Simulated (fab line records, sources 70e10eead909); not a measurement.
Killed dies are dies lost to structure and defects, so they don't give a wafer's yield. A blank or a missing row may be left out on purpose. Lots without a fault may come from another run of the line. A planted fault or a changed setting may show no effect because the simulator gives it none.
Chamber matching | flow nand_harc | NHARC_A_CHANNEL_FILL_D1_ETCHBACK_19 on rie_si-03: 4 sister chambers
The step etches the open film in HBr/Cl2, target depth 5 nm, time 1.7 s. 8 wafers are shown with their chamber, then 8 later ones without.

WAFERS WITH THEIR CHAMBER
wafer  | chamber | drypump_motor_current_A (A) | throttle_valve_pct (%)
L082.1 | 0       | 5.7                         | 26.396
L082.4 | 2       | 5.3                         | 26.387
L085.3 | 2       | 5.3                         | 26.402
L085.4 | 3       | 6.1                         | 26.387
L089.2 | 3       | 6.2                         | 26.392
L089.5 | 1       | 6.1                         | 26.406
L089.6 | 0       | 5.7                         | 26.401
L091.2 | 1       | 6.1                         | 26.391

WAFERS WITHOUT THEIR CHAMBER
wafer  | drypump_motor_current_A (A) | throttle_valve_pct (%)
L091.5 | 5.3                         | 26.413
L091.6 | 6.2                         | 26.406
L094.1 | 5.3                         | 26.409
L094.2 | 6.1                         | 26.403
L094.3 | 5.7                         | 26.413
L096.2 | 5.3                         | 26.397
L096.4 | 6.1                         | 26.406
L096.5 | 6.2                         | 26.396

WHICH CHAMBER EACH WENT THROUGH
wafer  | from the rows above     | in truth
L091.5 | 2                       | 2
L091.6 | can't be placed: 3 or 1 | 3
L094.1 | 2                       | 2
L094.2 | can't be placed: 1 or 3 | 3
L094.3 | 0                       | 0
L096.2 | 2                       | 2
L096.4 | can't be placed: 1 or 3 | 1
L096.5 | can't be placed: 3 or 1 | 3
Placed correctly: 4 of 8. Can't be placed from these rows: 4 (the true chamber is among the candidates in 4). Placed wrongly: 0.
How it was worked out, from the rows above alone: a wafer's distance from a chamber is the root of the sum, over the readings, of the square of ((its reading less the chamber's mean) divided by the reading's scatter). The wafer belongs to the nearest chamber; if the next one is less than 2 further off, it can't be placed. A chamber's mean is the mean of its shown wafers. The scatter: the root of (the sum of the squares of (reading less its chamber's mean) over the shown wafers, divided by (wafers less chambers)).
